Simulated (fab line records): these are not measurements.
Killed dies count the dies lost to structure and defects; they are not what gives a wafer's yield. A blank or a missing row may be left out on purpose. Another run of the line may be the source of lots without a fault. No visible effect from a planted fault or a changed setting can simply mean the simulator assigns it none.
Chamber matching -- flow n5 finfet -- rie diel-05 running N5_BEOL_M8_ETCH_65: 4 sister chambers
The step etches SiARC in CF4, target depth 15.6 nm, time 26 s. 4 wafers are shown with their chamber, then 7 later ones without.

== WAFERS PAIRED WITH THEIR CHAMBERS ==
wafer,chamber,showerhead plenum p Torr (Torr)
L082.2,1,2.05
L082.4,2,2.21
L087.1,3,2.26
L087.2,0,2.15

== WAFERS WITH NO CHAMBER GIVEN ==
wafer,showerhead plenum p Torr (Torr)
L087.6,2.15
L089.3,2.20
L089.4,2.15
L089.5,2.26
L096.1,2.25
L096.2,2.20
L096.4,2.15

== WHICH CHAMBER EACH WENT THROUGH ==
wafer,from the rows above,in truth
L087.6,0,0
L089.3,2,2
L089.4,0,0
L089.5,3,3
L096.1,3,3
L096.2,2,2
L096.4,0,0
Correct placement for 7 of the 7. Not placeable from these rows: 0. Placed wrongly: 0.
How it was worked out, from the rows above alone: a wafer's distance from a chamber is the root of the sum, over the readings, of the square of ((its reading less the chamber's mean) divided by the reading's scatter). The wafer belongs to the nearest chamber; if the next one is less than 2 further off, it can't be placed. The mean given for a chamber averages the wafers shown for that chamber. The scatter: with one shown wafer a chamber, the root of the mean of the squares of how far each hidden wafer lies from its nearest shown one.
